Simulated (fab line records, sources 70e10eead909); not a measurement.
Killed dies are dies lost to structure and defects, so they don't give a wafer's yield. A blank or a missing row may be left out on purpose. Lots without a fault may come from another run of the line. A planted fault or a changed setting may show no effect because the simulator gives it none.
Chamber matching | flow nand_harc | NHARC_A_STAIRCASE_ETCH_253 on rie_diel-01: 4 sister chambers
The step etches the open film in C4F8/O2, target depth 50 nm, time 20.2 s. 8 wafers are shown with their chamber, then 9 later ones without.

WAFERS WITH THEIR CHAMBER
wafer  | chamber | rf_vpp_V (V) | oes_product_au (a.u.)
L081.1 | 0       | 888          | 0.958
L081.4 | 3       | 893          | 0.962
L080.2 | 3       | 894          | 0.959
L083.5 | 0       | 889          | 0.986
L083.6 | 1       | 894          | 0.963
L085.3 | 2       | 895          | 0.978
L085.5 | 2       | 893          | 0.984
L085.6 | 1       | 894          | 0.989

WAFERS WITHOUT THEIR CHAMBER
wafer  | rf_vpp_V (V) | oes_product_au (a.u.)
L086.2 | 894          | 0.949
L086.3 | 888          | 0.955
L086.5 | 895          | 0.960
L087.2 | 888          | 0.960
L087.3 | 894          | 0.968
L087.5 | 895          | 0.989
L090.2 | 888          | 0.955
L090.3 | 895          | 0.955
L090.6 | 894          | 0.943

WHICH CHAMBER EACH WENT THROUGH
wafer  | from the rows above          | in truth
L086.2 | can't be placed: 3 or 1 or 2 | 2
L086.3 | 0                            | 0
L086.5 | can't be placed: 1 or 3 or 2 | 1
L087.2 | 0                            | 0
L087.3 | can't be placed: 1 or 3 or 2 | 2
L087.5 | can't be placed: 2 or 1 or 3 | 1
L090.2 | 0                            | 0
L090.3 | can't be placed: 3 or 1 or 2 | 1
L090.6 | can't be placed: 3 or 1 or 2 | 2
Placed correctly: 3 of 9. Can't be placed from these rows: 6 (the true chamber is among the candidates in 6). Placed wrongly: 0.
How it was worked out, from the rows above alone: a wafer's distance from a chamber is the root of the sum, over the readings, of the square of ((its reading less the chamber's mean) divided by the reading's scatter). The wafer belongs to the nearest chamber; if the next one is less than 2 further off, it can't be placed. A chamber's mean is the mean of its shown wafers. The scatter: the root of (the sum of the squares of (reading less its chamber's mean) over the shown wafers, divided by (wafers less chambers)).
